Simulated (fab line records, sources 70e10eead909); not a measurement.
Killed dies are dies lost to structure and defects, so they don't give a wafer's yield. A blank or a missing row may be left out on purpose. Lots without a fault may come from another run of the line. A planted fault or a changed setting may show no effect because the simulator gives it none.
fab line records | flow nand_harc
record lots=6 wafers=18 last_day=31
route steps=1302 shown A_BONDPAD@1208 END@1302
lots that met no fault: from a run of the same line without faults
start_h: hours from the record's first day to the start of the lot's first wafer shown | wait_h: hours since the lot's step before | " the same as in the row above | L1.1+2: a row that stands for several wafers | - no value, or no start given | * or withheld: withheld | < > ~ a bound
route shown NAME@n: a module of which the file shows steps, and the number in the route of the first | usual: mean/standard deviation of fault-free wafers | same: alike in all rows | chamber/n: place in a boat | sites: the reading at each site | _std_site: their standard deviation | _edge_site: outer sites' mean less inner sites' | radius_mm: how far each site lies from the wafer's centre | mask NAME#n: copy n | behind: the tool/chamber that last shaped the wafer | hold: why the lot was held/for how many hours/how that ended | device: the transistor (n, p or np) that didn't switch | end of line: the same wafers' tests at the end of the route | a step without rows: its recipe alone | killed: dies lost to structure and defects at the first sort, not the wafer's yield | map: a wafer's dies, x killed, . not, _ none there
set.NAME: the setting as run; set.NAME@STEP: as run at that earlier step | model.NAME: the simulator's own value behind a step, which no gauge read
lots at some steps of the route; a table a step, a row a wafer
services: from which hour (start_h, from the record's first day; less than 0 if before it) a tool's chamber was out of use, for how many hours, and why
## steps
# step NHARC_A_BONDPAD_COAT_33
# recipe temp_c=200 time_s=65
# step NHARC_A_BONDPAD_COAT_03
# recipe spin_rpm=2000 resist_thk_nm=600
# step NHARC_A_BONDPAD_SOFTBAKE_04
# recipe temp_c=125 time_s=70
# step NHARC_A_BONDPAD_EBR_05
# step NHARC_A_BONDPAD_EXPOSE_06
# recipe na=0.55 dose_mj=36.99 mask_id=A_BPAD
# step NHARC_A_BONDPAD_PEB_07
# recipe peb_temp_c=128 peb_time_s=80
# step NHARC_A_BONDPAD_DEVELOP_08
# recipe time_s=50 dev_temp_c=22
# step NHARC_A_BONDPAD_CD_MEAS_09
# recipe target_cd_nm=500 landing_energy_ev=500
# usual cd_nm=500.0/1.3
# columns lot.wafer tool chamber start_h wait_h cd_nm
L508.1 cd_sem-01 0 539.54 - 501.3
L508.4 " 0 " " 501.9
L508.5 " 0 " " 501.9
L509.1 cd_sem-01 0 540.45 - 495.9
L509.3 " 0 " " 497.9
L509.6 " 0 " " 499.9
L512.3 cd_sem-03 0 558.72 - 497.4
L512.5 " 0 " " 499.6
L512.6 " 0 " " 500.3
L515.2 cd_sem-02 0 596.37 - 499.6
L515.4 " 0 " " 498.1
L515.6 " 0 " " 500.2
L524.4 cd_sem-03 0 712.00 - 500.2
L524.5 " 0 " " 500.7
L524.6 " 0 " " 498.5
L527.1 cd_sem-01 0 715.98 - 500.7
L527.5 " 0 " " 499.8
L527.6 " 0 " " 499.9
# step NHARC_A_BONDPAD_OVL_MEAS_35
# usual overlay_x_nm=0/6.7 overlay_y_nm=-1/4.5
# columns lot.wafer tool chamber start_h wait_h overlay_x_nm overlay_y_nm
L508.1 overlay-02 - 539.63 - 12 -2
L508.4 " - " " 12 -2
L508.5 " - " " 12 -2
L509.1 overlay-01 - 540.54 - 6 4
L509.3 " - " " 7 4
L509.6 " - " " 7 4
L512.3 overlay-02 - 558.81 - 5 4
L512.5 " - " " 5 4
L512.6 " - " " 5 3
L515.2 overlay-01 - 596.46 - 0 -2
L515.4 " - " " -1 -2
L515.6 " - " " -1 -2
L524.4 overlay-01 - 712.08 - -6 -2
L524.5 " - " " -6 -2
L524.6 " - " " -7 -2
L527.1 overlay-02 - 716.07 - 10 3
L527.5 " - " " 10 3
L527.6 " - " " 10 3
# step NHARC_A_BONDPAD_HARDBAKE_10
# recipe temp_c=118 time_s=65
# step NHARC_A_BONDPAD_DESCUM_11
# recipe time_s=3 o2_flow_sccm=200 ar_flow_sccm=0 bias_power_w=0 chemistry=O2
# usual drypump_motor_current_A=5.8/0.4 oes_product_au=1.001/0.0075 rf_vpp_V=57.7/0.82 showerhead_plenum_p_Torr=1.90/0.063 throttle_valve_pct=11.313/0.0088
# columns lot.wafer tool chamber start_h wait_h drypump_motor_current_A oes_product_au rf_hours_counter_h rf_vpp_V showerhead_plenum_p_Torr throttle_valve_pct
L508.1 rie_diel-07 1 539.76 - 5.7 0.988 1 57.1 1.90 11.299
L508.4 " 2 " " 5.8 0.987 1 58.6 1.95 11.302
L508.5 " 2 " " 5.8 0.986 - 57.9 1.95 11.308
L509.3 rie_diel-07 0 540.67 - 5.9 1.011 1 57.7 2.00 11.307
L509.1 " 1 " " 5.6 0.994 1 58.5 1.90 11.321
L509.6 " 0 " " 5.9 1.013 - 59.9 2.00 11.314
L512.3 rie_diel-06 0 558.95 - 5.7 1.005 24 58.0 1.86 11.304
L512.5 " 1 " " 5.8 1.000 - 57.7 1.95 11.304
L512.6 " 0 " " 5.7 1.002 - 58.3 1.86 11.308
L515.2 rie_diel-07 3 596.60 - 6.5 1.009 3 57.3 1.81 11.305
L515.4 " 0 " " 5.9 1.002 2 57.6 2.00 11.318
L515.6 " 1 " " 5.7 1.006 - 57.7 1.90 11.320
L524.6 rie_diel-06 2 712.24 - 5.0 1.009 - 57.2 1.90 11.308
L524.4 " 3 " " 5.9 0.997 - 56.3 1.80 11.306
L524.5 " 0 " " 5.8 0.998 - 58.0 1.85 11.292
L527.1 rie_diel-06 0 716.20 - 5.7 0.999 16 58.8 1.85 11.315
L527.5 " 3 " " 5.9 1.011 - 58.3 1.80 11.313
L527.6 " 2 " " 5.0 1.004 - 57.8 1.90 11.309
# step NHARC_A_BONDPAD_ETCH_34
# recipe target_depth_a=600 overetch_a=180 time_s=65.91 ion_energy_ev=200 n2_flow_sccm=150 h2_flow_sccm=150 ar_flow_sccm=0 rf_w=400 bias_w=150 chemistry=N2/H2
# usual bias_w=150.1/0.44 drypump_motor_current_A=5.8/0.4 oes_product_au=1.001/0.0066 rf_vpp_V=430.2/2.1 run_length_s=87.3/0.4 showerhead_plenum_p_Torr=2.03/0.072 throttle_valve_pct=14.170/0.0088
# columns lot.wafer tool chamber start_h wait_h bias_w drypump_motor_current_A oes_product_au rf_hours_counter_h rf_vpp_V run_length_s showerhead_plenum_p_Torr throttle_valve_pct
L508.4 rie_diel-07 3 539.84 0.1 150.0 6.5 1.003 2 427.5 87.0 1.92 14.160
L508.1 " 2 " " 149.3 5.8 0.996 1 431.1 87.3 2.08 14.167
L508.5 " 0 " " 150.1 5.9 1.005 - 433.8 87.2 2.14 14.177
L509.3 rie_diel-07 2 540.81 0.1 150.4 5.7 0.999 1 430.3 88.0 2.08 14.158
L509.1 " 3 " " 150.2 6.5 1.007 2 427.2 87.5 1.92 14.184
L509.6 " 1 " " 150.5 5.7 1.003 - 431.5 86.8 2.03 14.165
L512.3 rie_diel-06 3 559.03 0.1 149.8 5.9 1.015 19 428.6 87.8 1.94 14.158
L512.6 " 3 " " 150.1 5.9 1.007 - 427.5 87.6 1.94 14.177
L512.5 " 1 " " 150.2 5.8 1.009 - 432.1 86.9 2.08 14.168
L515.4 rie_diel-07 3 596.67 0.1 150.3 6.5 0.999 3 426.6 87.3 1.92 14.181
L515.2 " 0 " " 150.4 5.9 0.994 2 433.0 87.1 2.14 14.170
L515.6 " 3 " " 149.9 6.5 0.998 - 427.4 87.1 1.92 14.174
L524.4 rie_diel-06 0 712.33 0.1 149.8 5.8 1.004 - 428.3 87.2 1.97 14.185
L524.6 " 2 " " 150.1 5.1 0.994 - 428.4 87.6 2.02 14.173
L524.5 " 3 " " 149.2 5.9 0.995 - 426.8 87.7 1.92 14.171
L527.1 rie_diel-06 3 716.30 0.1 150.3 5.9 1.001 18 427.6 88.0 1.92 14.171
L527.5 " 2 " " 149.9 5.0 1.009 - 431.2 87.6 2.02 14.174
L527.6 " 3 " " 149.9 5.9 0.988 - 427.0 88.2 1.92 14.169
# step NHARC_A_BONDPAD_ETCH_12
# recipe target_depth_a=2200 time_s=110 chf3_flow_sccm=50 o2_flow_sccm=10 ar_flow_sccm=200 rf_w=500 bias_w=200 chemistry=CHF3/O2
# usual bias_w=199.9/0.54 drypump_motor_current_A=5.8/0.4 oes_product_au=0.944/0.02 rf_vpp_V=370.1/1.8 run_length_s=131.4/0.36 showerhead_plenum_p_Torr=2.38/0.077 throttle_valve_pct=20.572/0.0088
# columns lot.wafer tool chamber start_h wait_h bias_w drypump_motor_current_A oes_product_au rf_hours_counter_h rf_vpp_V run_length_s showerhead_plenum_p_Torr throttle_valve_pct
L508.4 rie_diel-07 1 539.95 - 200.1 5.7 0.949 1 371.6 130.9 2.39 20.574
L508.1 " 2 " " 200.0 5.7 0.944 1 371.2 131.2 2.45 20.569
L508.5 " 0 " " 200.5 5.9 0.947 - 372.4 131.3 2.51 20.579
L509.3 rie_diel-07 3 540.90 - 199.8 6.5 0.961 2 368.0 131.5 2.27 20.575
L509.1 " 1 " " 200.2 5.7 0.943 1 369.5 130.8 2.39 20.577
L509.6 " 2 " " 199.6 5.7 0.949 - 371.9 131.5 2.45 20.567
L512.3 rie_diel-06 0 559.15 - 199.6 5.7 0.976 24 368.6 131.2 2.34 20.568
L512.5 " 0 " " 199.0 5.7 0.968 - 369.2 131.3 2.34 20.565
L512.6 " 1 " " 201.0 5.8 0.926 - 371.6 131.1 2.44 20.577
L515.2 rie_diel-07 2 596.76 - 200.1 5.7 0.959 3 370.6 131.4 2.45 20.578
L515.4 " 3 " " 200.7 6.5 0.972 3 368.3 131.4 2.27 20.577
L515.6 " 3 " " 200.1 6.5 0.981 - 366.9 131.0 2.27 20.583
L524.6 rie_diel-06 0 712.45 - 200.0 5.7 0.923 - 368.1 131.6 2.33 20.578
L524.5 " 2 " " - 5.1 0.935 - 370.3 117.5 2.38 20.587
L524.4 " 3 " " - 5.9 0.932 - 365.5 117.3 2.27 20.588
L527.1 rie_diel-06 0 716.42 - - 5.7 0.955 16 368.1 116.6 2.32 20.581
L527.6 " 2 " " 199.0 5.0 0.960 - 369.9 131.8 2.38 20.582
L527.5 " 3 " " - 5.9 0.948 - 368.5 117.0 2.27 20.565
# step NHARC_A_BONDPAD_CD_MEAS_13
# usual cd_nm=499.4/1.4
# columns lot.wafer tool chamber start_h wait_h cd_nm
L508.1 cd_sem-03 - 540.07 - 499.7
L508.4 " - " " 500.1
L508.5 " - " " 500.0
L509.1 cd_sem-02 - 541.03 - 495.8
L509.3 " - " " 497.4
L509.6 " - " " 499.9
L512.3 cd_sem-02 - 559.30 - 496.5
L512.5 " - " " 499.2
L512.6 " - " " 499.1
L515.2 cd_sem-03 - 596.90 - 499.9
L515.4 " - " " 498.3
L515.6 " - " " 500.1
L524.4 cd_sem-01 - 712.58 - 499.4
L524.5 " - " " 499.0
L524.6 " - " " 497.8
L527.1 cd_sem-01 - 716.55 - 499.2
L527.5 " - " " 499.9
L527.6 " - " " 500.5
# step NHARC_END_SORT_01
# recipe temp_c=25
# usual defect_limited_yield=90.7/2.6 killed_at_array=59/17 killed_at_other=0.7/0.9 killed_at_periphery=3.6/2.3 killed_dies=63/18 killed_open=3.4/1.9 killed_short=2.6/1.7
# same gross_dies=677
# columns lot.wafer tool chamber start_h wait_h defect_limited_yield[%] killed_at_array killed_at_other killed_at_periphery killed_dies killed_open killed_short
L508.1 prober-01 0 570.54 2.5 91.4 57 0 1 58 3 1
L508.4 prober-01 0 572.95 3.4 92.6 49 0 1 50 5 0
L508.5 prober-01 0 573.76 3.7 90.5 60 1 3 64 3 1
L509.1 prober-02 0 570.54 2.5 88.0 78 0 3 81 3 4
L509.3 prober-02 0 572.09 3.1 87.4 76 2 7 85 1 2
L509.6 prober-02 0 574.41 3.9 86.6 86 0 5 91 4 4
L512.3 prober-02 0 594.48 3.1 93.2 43 0 3 46 5 0
L512.5 prober-02 0 596.08 3.7 91.7 50 0 6 56 2 4
L512.6 prober-02 0 596.88 4.0 91.7 49 0 7 56 4 0
L515.2 prober-02 0 630.84 2.8 88.0 74 1 6 81 2 0
L515.4 prober-02 0 632.46 3.4 87.6 82 0 2 84 3 2
L515.6 prober-02 0 634.08 4.0 89.2 68 0 5 73 3 3
L527.1 prober-02 0 744.42 2.5 0 667 1 9 677 3 4
L527.5 prober-02 0 747.61 3.7 0.3 667 1 7 675 5 3
L524.4 prober-01 0 746.79 3.4 0.1 670 0 6 676 2 2
L524.5 prober-01 0 747.60 3.7 0.7 665 1 6 672 2 4
L524.6 prober-01 0 748.41 4.0 91.0 56 0 5 61 4 2
# killed by level:class
L508.1 A_CHANNEL_HOLE_D2:chamber_film_flake=35 A_CONTACT:chamber_film_flake=8 A_ZERO_WELL:chamber_film_flake=3 A_STAIRCASE:chamber_film_flake=3 A_CHANNEL_FILL_D1:chamber_film_flake=2 A_SOURCE_PLATE:geometric_particle:short=1 A_ONON_D2:geometric_particle:open=1 A_CHANNEL_FILL_D2:geometric_particle:open=1
L509.1 A_CHANNEL_HOLE_D1:chamber_film_flake=35 A_SLIT:chamber_film_flake=22 A_DECK1_JOINT:geometric_particle:short=4 A_CHANNEL_HOLE_D2:chamber_film_flake=4 A_CONTACT:chamber_film_flake=4 P_ZERO_WELL:chamber_film_flake=3 A_CHANNEL_FILL_D2:chamber_film_flake=3 A_DECK1_JOINT:geometric_particle:open=1
L509.3 A_CHANNEL_HOLE_D1:chamber_film_flake=31 A_SLIT:chamber_film_flake=31 A_CHANNEL_HOLE_D2:chamber_film_flake=5 P_ZERO_WELL:chamber_film_flake=4 A_CONTACT:chamber_film_flake=4 P_STI:chamber_film_flake=2 A_STAIRCASE:chamber_film_flake=2 THIN_TSV:chamber_film_flake=2
L508.4 A_CHANNEL_HOLE_D2:chamber_film_flake=31 A_CONTACT:chamber_film_flake=7 A_ZERO_WELL:chamber_film_flake=3 P_CONTACT:geometric_particle:open=1 A_ONON_D1:geometric_particle:open=1 A_CHANNEL_FILL_D1:geometric_particle:open=1 A_DECK1_JOINT:geometric_particle:open=1 A_M0:geometric_particle:open=1
L508.5 A_CHANNEL_HOLE_D2:chamber_film_flake=31 A_CONTACT:chamber_film_flake=9 A_ZERO_WELL:chamber_film_flake=5 A_STAIRCASE:chamber_film_flake=3 A_SGD_CUT:chamber_film_flake=3 P_STI:chamber_film_flake=2 A_CHANNEL_HOLE_D1:chamber_film_flake=2 A_CHANNEL_FILL_D1:chamber_film_flake=2
L509.6 A_CHANNEL_HOLE_D1:chamber_film_flake=37 A_SLIT:chamber_film_flake=26 A_CHANNEL_HOLE_D2:chamber_film_flake=7 P_ZERO_WELL:chamber_film_flake=4 A_CHANNEL_FILL_D2:chamber_film_flake=3 A_CHANNEL_FILL_D1:geometric_particle:short=2 A_M0:geometric_particle:open=2 A_CHANNEL_FILL_D1:chamber_film_flake=2
L512.3 A_CHANNEL_HOLE_D2:chamber_film_flake=30 A_M1:chamber_film_flake=3 P_BONDPAD:chamber_film_flake=2 A_CHANNEL_HOLE_D1:chamber_film_flake=2 A_CONTACT:chamber_film_flake=2 P_CONTACT:geometric_particle:open=1 A_ONON_D2:geometric_particle:open=1 A_BLC:geometric_particle:open=1
L512.5 A_CHANNEL_HOLE_D2:chamber_film_flake=37 P_BONDPAD:chamber_film_flake=3 A_CHANNEL_HOLE_D1:chamber_film_flake=3 A_ONON_D1:geometric_particle:short=2 P_CONTACT:geometric_particle:open=1 P_M1:geometric_particle:short=1 A_SGD_CUT:geometric_particle:open=1 A_BLC:geometric_particle:short=1
L512.6 A_CHANNEL_HOLE_D2:chamber_film_flake=37 A_CHANNEL_HOLE_D1:chamber_film_flake=5 A_CONTACT:chamber_film_flake=4 P_M0:geometric_particle:open=2 P_BONDPAD:chamber_film_flake=2 P_CONTACT:geometric_particle:open=1 P_M1:geometric_particle:open=1 P_GATE:chamber_film_flake=1
L515.2 A_CHANNEL_HOLE_D2:chamber_film_flake=37 A_CHANNEL_HOLE_D1:chamber_film_flake=30 A_STAIRCASE:chamber_film_flake=3 P_M0:geometric_particle:open=2 P_GATE:chamber_film_flake=2 P_BONDPAD:chamber_film_flake=2 A_ZERO_WELL:chamber_film_flake=1 A_CHANNEL_FILL_D1:chamber_film_flake=1
L515.4 A_CHANNEL_HOLE_D1:chamber_film_flake=38 A_CHANNEL_HOLE_D2:chamber_film_flake=35 A_WL_FILL:geometric_particle:open=2 A_STAIRCASE:chamber_film_flake=2 P_CONTACT:geometric_particle:short=1 A_DECK1_JOINT:geometric_particle:open=1 A_CHANNEL_FILL_D2:geometric_particle:short=1 P_BONDPAD:chamber_film_flake=1
L515.6 A_CHANNEL_HOLE_D2:chamber_film_flake=36 A_CHANNEL_HOLE_D1:chamber_film_flake=19 A_CONTACT:chamber_film_flake=4 P_BONDPAD:chamber_film_flake=2 A_ZERO_WELL:chamber_film_flake=2 A_STAIRCASE:chamber_film_flake=2 P_STI:geometric_particle:short=1 P_STI:geometric_particle:open=1
L527.1 A_BONDPAD:area_etch=601 A_CHANNEL_HOLE_D2:chamber_film_flake=33 A_CHANNEL_HOLE_D1:chamber_film_flake=12 P_CONTACT:chamber_film_flake=5 A_SLIT:chamber_film_flake=5 P_GATE:chamber_film_flake=3 A_DECK1_JOINT:chamber_film_flake=3 A_ONON_D1:geometric_particle:short=2
L524.4 A_BONDPAD:area_etch=623 A_CHANNEL_HOLE_D2:chamber_film_flake=25 A_CHANNEL_HOLE_D1:chamber_film_flake=10 P_CONTACT:chamber_film_flake=4 A_CONTACT:chamber_film_flake=3 A_M1:chamber_film_flake=2 P_GATE:geometric_particle:open=1 A_DECK1_JOINT:geometric_particle:short=1
L524.5 A_BONDPAD:area_etch=620 A_CHANNEL_HOLE_D2:chamber_film_flake=20 A_SGD_CUT:chamber_film_flake=4 A_CONTACT:chamber_film_flake=4 P_GATE:chamber_film_flake=3 A_CHANNEL_HOLE_D1:chamber_film_flake=3 A_SLIT:chamber_film_flake=3 P_CONTACT:chamber_film_flake=2
L527.5 A_BONDPAD:area_etch=612 A_CHANNEL_HOLE_D2:chamber_film_flake=22 A_CHANNEL_HOLE_D1:chamber_film_flake=12 P_CONTACT:chamber_film_flake=7 A_SLIT:chamber_film_flake=5 A_WL_FILL:chamber_film_flake=3 A_CHANNEL_HOLE_D2:geometric_particle:open=2 A_WL_FILL:geometric_particle:open=2
L524.6 A_CHANNEL_HOLE_D2:chamber_film_flake=22 A_CHANNEL_HOLE_D1:chamber_film_flake=15 P_CONTACT:chamber_film_flake=5 A_SLIT:chamber_film_flake=5 A_SGD_CUT:chamber_film_flake=3 A_CHANNEL_FILL_D2:chamber_film_flake=2 A_CONTACT:chamber_film_flake=2 A_CHANNEL_HOLE_D1:geometric_particle:open=1
# map L524.4 (x killed, . not)
____________x____________
_________xxxxxxx_________
_______xxxxxxxxxxx_______
______xxxxxxxxxxxxx______
_____xxxxxxxxxxxxxxx_____
____xxxxxxxxxxxxxxxxx____
____xxxxxxxxxxxxxxxxx____
___xxxxxxxxxxxxxxxxxxx___
___xxxxxxxxxxxxxxxxxxx___
__xxxxxxxxxxxxxxxxxxxxx__
__xxxxxxxxxxxxxxxxxxxxx__
_xxxxxxxxxxxxxxxxxxxxxxx_
_xxxxxxxxxxxxxxxxxxxxxxx_
_xxxxxxxxxxxxxxxxxxxxxxx_
_xxxxxxxxxxxxxxxxxxxxxxx_
_xxxxxxxxxxxxxxxxxxxxxxx_
xxxxxxxxxxxxxxxxxxxxxxxxx
xxxxxxxxxxxxxxxxxxxxxxxxx
xxxxxxxxxxxxxxxxxxxxxxxxx
xxxxxxxxxxxxxxxxxxxxxxxxx
xxxxxxxxxxxxxxxxxxxxxxxxx
_xxxxxxxxxxxxxxxxxxxxxxx_
_xxxxxxxxxxxxxxxxxxxxxxx_
_xxxxxxxxxxxxxxxxxxxxxxx_
_xxxxxxxxxxxxxxxxxxxxxxx_
_xxxxxxxxxxxxxxxxxxxxxxx_
__xxxxxxxxxxxxxxxxxxxxx__
__xxxxxxxxxxxxxxxxxxxxx__
___xxxxxxxxxxxxxxxxxxx___
___xxxxxxxxxxxxxxxxxxx___
____xxxxxxxxxxxxxxxxx____
____xxxxxxxxxxxxxxxxx____
_____xxxxxxxxxxxxxxx_____
______xxxxx.xxxxxxx______
_______xxxxxxxxxxx_______
_________xxxxxxx_________
____________x____________
# map L527.1 (x killed, . not)
____________x____________
_________xxxxxxx_________
_______xxxxxxxxxxx_______
______xxxxxxxxxxxxx______
_____xxxxxxxxxxxxxxx_____
____xxxxxxxxxxxxxxxxx____
____xxxxxxxxxxxxxxxxx____
___xxxxxxxxxxxxxxxxxxx___
___xxxxxxxxxxxxxxxxxxx___
__xxxxxxxxxxxxxxxxxxxxx__
__xxxxxxxxxxxxxxxxxxxxx__
_xxxxxxxxxxxxxxxxxxxxxxx_
_xxxxxxxxxxxxxxxxxxxxxxx_
_xxxxxxxxxxxxxxxxxxxxxxx_
_xxxxxxxxxxxxxxxxxxxxxxx_
_xxxxxxxxxxxxxxxxxxxxxxx_
xxxxxxxxxxxxxxxxxxxxxxxxx
xxxxxxxxxxxxxxxxxxxxxxxxx
xxxxxxxxxxxxxxxxxxxxxxxxx
xxxxxxxxxxxxxxxxxxxxxxxxx
xxxxxxxxxxxxxxxxxxxxxxxxx
_xxxxxxxxxxxxxxxxxxxxxxx_
_xxxxxxxxxxxxxxxxxxxxxxx_
_xxxxxxxxxxxxxxxxxxxxxxx_
_xxxxxxxxxxxxxxxxxxxxxxx_
_xxxxxxxxxxxxxxxxxxxxxxx_
__xxxxxxxxxxxxxxxxxxxxx__
__xxxxxxxxxxxxxxxxxxxxx__
___xxxxxxxxxxxxxxxxxxx___
___xxxxxxxxxxxxxxxxxxx___
____xxxxxxxxxxxxxxxxx____
____xxxxxxxxxxxxxxxxx____
_____xxxxxxxxxxxxxxx_____
______xxxxxxxxxxxxx______
_______xxxxxxxxxxx_______
_________xxxxxxx_________
____________x____________
## services
# columns tool chamber start_h hours kind
rie_diel-06 0 517.83 - clean
rie_diel-06 1 517.83 - clean
rie_diel-06 2 517.83 - clean
rie_diel-06 3 517.83 - clean
rie_diel-07 0 529.21 - clean
rie_diel-07 1 529.21 - clean
rie_diel-07 2 529.21 - clean
rie_diel-07 3 529.21 - clean
rie_diel-06 0 542.33 - clean
rie_diel-06 1 542.33 - clean
rie_diel-06 2 542.33 - clean
rie_diel-06 3 542.33 - clean
rie_diel-07 0 553.79 - clean
rie_diel-07 1 553.79 - clean
rie_diel-07 2 553.79 - clean
rie_diel-07 3 553.79 - clean
rie_diel-06 2 553.95 8.9 repair
rie_diel-06 0 566.83 - clean
rie_diel-06 2 584.26 14.5 repair
rie_diel-07 3 627.26 2.8 repair
rie_diel-07 0 646.57 4.4 repair
rie_diel-07 - 648.20 9.0 pm
rie_diel-06 - 661.20 9.0 pm
rie_diel-06 1 706.04 23.0 repair
## key
first_sign step=NHARC_A_BONDPAD_ETCH_12 reading=run_length_s direction=down sigmas=40 usual=* struck=*
effect step=NHARC_END_SORT_01 reading=killed_at_array direction=up sigmas=36 usual=59 struck=667
more_kills_born_at NHARC_A_BONDPAD_ETCH_12@rie_diel-06=2456
met_at NHARC_A_BONDPAD_ETCH_12
struck_wafers L524.4,L524.5,L527.1,L527.5
later_rows_left_out L524.4,L524.5,L527.1,L527.5
onset_between 559.15 712.45
fault kind=process_parameter_drift tool=rie_diel-06 chamber=- onset_h=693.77 steps=NHARC_A_BONDPAD_ETCH_12 channel=time_s offset=* shape=step end_h=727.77 scope=struck_wafers_only acts_in=* stated=*
# later_rows_left_out: the simulator's readings of these wafers behind a module that went badly wrong aren't trusted and aren't shown, but for the sort
